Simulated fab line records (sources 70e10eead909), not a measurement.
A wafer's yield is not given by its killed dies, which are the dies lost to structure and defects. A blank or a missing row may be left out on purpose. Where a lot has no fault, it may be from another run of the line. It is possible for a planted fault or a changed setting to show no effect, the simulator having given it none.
Check for tools in common | flow nand-harc | 12 lots, 36 wafers sampled

== WHY THIS WAS OPENED ==
At NHARC_P_GATE_CD_MEAS_91 the reading cd-nm is flagged on 1 of 12 lots. Wafers without a fault read 2000.5 nm, standard deviation 1.8.
Rule: a lot gets a flag if all its wafers with a number sit over 4 standard deviations from that mean, or if no wafer of it has a number. The rest of the lots are taken to be sound.

lot  | measured     | on        | cd-nm (nm), wafer by wafer | flag
L383 | day 5 21:14  | cd-sem-03 | 2000.8 2000.4 2000.9       |
L382 | day 5 22:30  | cd-sem-03 | 1998.5 1998.1 2000.8       |
L385 | day 6 18:38  | cd-sem-03 | 1998.5 1998.4 1999.6       |
L386 | day 7 00:18  | cd-sem-02 | 1997.9 1997.7 1998.7       |
L389 | day 7 05:16  | cd-sem-03 | 2001.9 2005.2 2001.6       |
L388 | day 7 05:46  | cd-sem-03 | 2000.4 1999.5 2000.9       |
L387 | day 7 06:39  | cd-sem-01 | 1999.8 2000.2 1999.8       |
L391 | day 8 00:21  | cd-sem-03 | 2000.0 2000.9 2000.8       |
L390 | day 8 01:07  | cd-sem-02 | 2002.0 2002.5 2006.0       |
L394 | day 8 15:50  | cd-sem-02 | 2001.5 2000.6 2001.5       |
L393 | day 8 16:13  | cd-sem-02 | 2138.9 2140.3 2136.1       | FLAGGED
L403 | day 11 13:38 | cd-sem-02 | 1998.3 1997.9 1997.9       |
The numbers of the flagged lots are 2138.4 nm on average: +137.9 nm against the usual, or +77 standard deviations.

== EACH LOT AND THE TOOL IT RAN ON ==
3 process steps preceding the reading are held in the record, out of 1159 steps in the route. Each cell gives the tool, then ch followed by the chambers the sampled wafers passed through, then the start.
lot  | flag    | NHARC_P_GATE_DESCUM_48             | NHARC_P_GATE_STRIP_112               | NHARC_P_GATE_EXPOSE_88
L383 |         | rie-diel-12 ch 0,1,2, day 5 17:47  | plasma-asher-02 ch 0,1, day 5 20:13  | krf-scanner-02 ch 0, day 5 21:04
L382 |         | rie-diel-12 ch 0,1,2, day 5 19:13  | plasma-asher-02 ch 0,1, day 5 21:16  | krf-scanner-04 ch 0, day 5 22:20
L385 |         | rie-diel-12 ch 0,1,2, day 6 15:14  | plasma-asher-01 ch 0,1, day 6 17:34  | krf-scanner-04 ch 0, day 6 18:29
L386 |         | rie-diel-10 ch 0,2,3, day 6 20:56  | plasma-asher-02 ch 0,1, day 6 23:11  | krf-scanner-01 ch 0, day 7 00:09
L389 |         | rie-diel-13 ch 0,2,3, day 7 01:54  | plasma-asher-01 ch 0,1, day 7 04:05  | krf-scanner-04 ch 0, day 7 05:07
L388 |         | rie-diel-13 ch 0,1,3, day 7 02:28  | plasma-asher-02 ch 1, day 7 04:35    | krf-scanner-02 ch 0, day 7 05:37
L387 |         | rie-diel-12 ch 1,3, day 7 03:20    | plasma-asher-02 ch 0,1, day 7 05:31  | krf-scanner-01 ch 0, day 7 06:30
L391 |         | rie-diel-12 ch 0,2,3, day 7 21:18  | plasma-asher-01 ch 0,1, day 7 23:17  | krf-scanner-01 ch 0, day 8 00:11
L390 |         | rie-diel-12 ch 0,1,2, day 7 21:50  | plasma-asher-02 ch 0,1, day 7 23:56  | krf-scanner-02 ch 0, day 8 00:58
L394 |         | rie-diel-12 ch 0,2, day 8 12:29    | plasma-asher-01 ch 0,1, day 8 14:38  | krf-scanner-02 ch 0, day 8 15:40
L393 | FLAGGED | rie-diel-12 ch 0,1,2, day 8 13:00  | plasma-asher-01 ch 0,1, day 8 15:15  | krf-scanner-02 ch 0, day 8 16:04
L403 |         | rie-diel-12 ch 1,2,3, day 11 10:27 | plasma-asher-02 ch 0,1, day 11 12:32 | krf-scanner-04 ch 0, day 11 13:29
What the steps here do:
- NHARC_P_GATE_DESCUM_48: chemistry O2, time 3 s.
- NHARC_P_GATE_STRIP_112: strips in N2/H2, time 200 s.
- NHARC_P_GATE_EXPOSE_88: exposes mask P HVN, target cd 2000 nm.
- NHARC_P_GATE_CD_MEAS_91: target cd 2000 nm.

== FLAGGED OVER TOTAL, TOOL BY TOOL (the gauges that took the reading come last) ==
step                    | tool            | lots run | flagged | share of the flagged lots | sound lots run after its first flagged lot
NHARC_P_GATE_DESCUM_48  | rie-diel-10     | 1        | 0       | none                      | -
NHARC_P_GATE_DESCUM_48  | rie-diel-12     | 9        | 1       | all                       | 1 (L403)
NHARC_P_GATE_DESCUM_48  | rie-diel-13     | 2        | 0       | none                      | -
NHARC_P_GATE_STRIP_112  | plasma-asher-01 | 5        | 1       | all                       | 0
NHARC_P_GATE_STRIP_112  | plasma-asher-02 | 7        | 0       | none                      | -
NHARC_P_GATE_EXPOSE_88  | krf-scanner-01  | 3        | 0       | none                      | -
NHARC_P_GATE_EXPOSE_88  | krf-scanner-02  | 5        | 1       | all                       | 0
NHARC_P_GATE_EXPOSE_88  | krf-scanner-04  | 4        | 0       | none                      | -
NHARC_P_GATE_CD_MEAS_91 | cd-sem-01       | 1        | 0       | none                      | -
NHARC_P_GATE_CD_MEAS_91 | cd-sem-02       | 5        | 1       | all                       | 1 (L403)
NHARC_P_GATE_CD_MEAS_91 | cd-sem-03       | 6        | 0       | none                      | -

== WHAT IS ALLOWED BY THE TABLE ==
4 rows of the table ran every flagged lot: rie-diel-12 at NHARC_P_GATE_DESCUM_48, plasma-asher-01 at NHARC_P_GATE_STRIP_112, krf-scanner-02 at NHARC_P_GATE_EXPOSE_88, cd-sem-02 at NHARC_P_GATE_CD_MEAS_91.
- rie-diel-12 at NHARC_P_GATE_DESCUM_48: 1 of its 9 lots flagged. Lots that were sound ran on it after the first flagged one (L403); a persistent fault on the entire tool would not allow that.
- plasma-asher-01 at NHARC_P_GATE_STRIP_112: 1 of its 5 lots flagged. Its last sound lot is L394 (day 8 14:38), its first flagged lot L393 (day 8 15:15): a fault that began between those two fits.
- krf-scanner-02 at NHARC_P_GATE_EXPOSE_88: 1 of its 5 lots flagged. Its last sound lot is L394 (day 8 15:40), its first flagged lot L393 (day 8 16:04): a fault that began between those two fits.
- cd-sem-02 at NHARC_P_GATE_CD_MEAS_91: 1 of its 5 lots flagged. Lots that were sound ran on it after the first flagged one (L403); a persistent fault on the entire tool would not allow that.
Counting lots can't tell these 2 tools apart, because each fits a fault that began at some hour. More lots, or a look at what each step does to the wafer, might.

== WHAT THE SIMULATOR HAD PUT IN ==
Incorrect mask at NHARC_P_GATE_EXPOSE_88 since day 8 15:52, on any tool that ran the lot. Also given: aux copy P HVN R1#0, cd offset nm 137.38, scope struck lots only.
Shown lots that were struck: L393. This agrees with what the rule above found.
